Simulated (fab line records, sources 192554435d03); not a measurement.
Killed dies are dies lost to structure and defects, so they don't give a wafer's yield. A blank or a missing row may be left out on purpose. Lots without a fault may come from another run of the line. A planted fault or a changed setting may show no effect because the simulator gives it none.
Problem report in the 8D (eight disciplines) form, filled by code | flow n5_finfet | the parts of the form that need people (team, actions taken, sign-off) are left out

1. THE PROBLEM
susceptor_temp_C at N5_FIN_SAQP_ALD_61 reads a mean of 269.04 C on 6 wafers of 2 lots; wafers without a fault read 299.99 C with a standard deviation of 0.19. That is -99 or more standard deviations from the usual mean.
The step: deposits SiO2, target thk 4 nm, pulse time 1 s, purge time 2 s.
First seen on wafer L277.1, day 4 20:41, on ald_sin-02. The record holds 12 wafers of 4 lots with a number at this step. Rule for "out", or "out of limits": more than 4 standard deviations from the usual mean. The other wafers with a number count as sound.

2. WHAT IT IS AND WHAT IT IS NOT
question                    | is                     | is not
which readings at this step | susceptor_temp_C       | -
which lots                  | L277, L278             | L267, L283
which wafers of those lots  | all that have a number | -
read on which tools         | ald_sin-02             | ald_sin-01
when                        | from day 4 20:41       | up to then (3 sound wafers); but 3 sound wafers of L283 came after

3. SUSPECTS, AND WHAT RULES EACH OUT
Counting: a tool at a process step up to the reading stays a suspect if it ran every lot that is out and no sound lot after the first of them.
- ald_sin-02 at N5_FIN_SAQP_ALD_61 (deposits SiO2, target thk 4 nm, pulse time 1 s, purge time 2 s): kept. It ran every lot that is out, first L277 (day 4 20:41), and no sound lot after that; its last sound lot up to then is L267 (day 2 09:17). Its own readings are out on those wafers: susceptor_temp_C.
Left after counting: ald_sin-02 at N5_FIN_SAQP_ALD_61.

4. THE CAUSE (what the simulator had put in)
Process parameter drift: ald_sin-02, from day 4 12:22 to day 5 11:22, at N5_FIN_SAQP_ALD_61. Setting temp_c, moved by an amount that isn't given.
Counting left only this tool.

5. THE CHAIN OF EFFECTS, in route order
Each row: a reading whose mean over the struck wafers that have a number lies more than 3 standard deviations from the usual. Only readings for which the record gives a usual standard deviation are gone through. hours: the time from each lot's start at the first step in this table that gives one to its start at this step, as a median over the lots. sigmas: the change in usual standard deviations.
hours | step               | reading          | usual    | on struck wafers | change | sigmas
0     | N5_FIN_SAQP_ALD_61 | susceptor_temp_C | 299.99 C | 269.04           | -30.95 | -99 or more
The process steps in it:
- N5_FIN_SAQP_ALD_61: deposits SiO2, target thk 4 nm, pulse time 1 s, purge time 2 s.
Later measuring or inspecting steps at which every struck wafer that the step has a row for has a number for every such reading, and none has moved that far: N5_BEOL_M4_RC_MEAS_101.

6. WHAT WOULD HAVE CAUGHT IT SOONER
In this record the first reading out of limits was taken at day 4 20:41, 8 hours after the fault began at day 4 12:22.
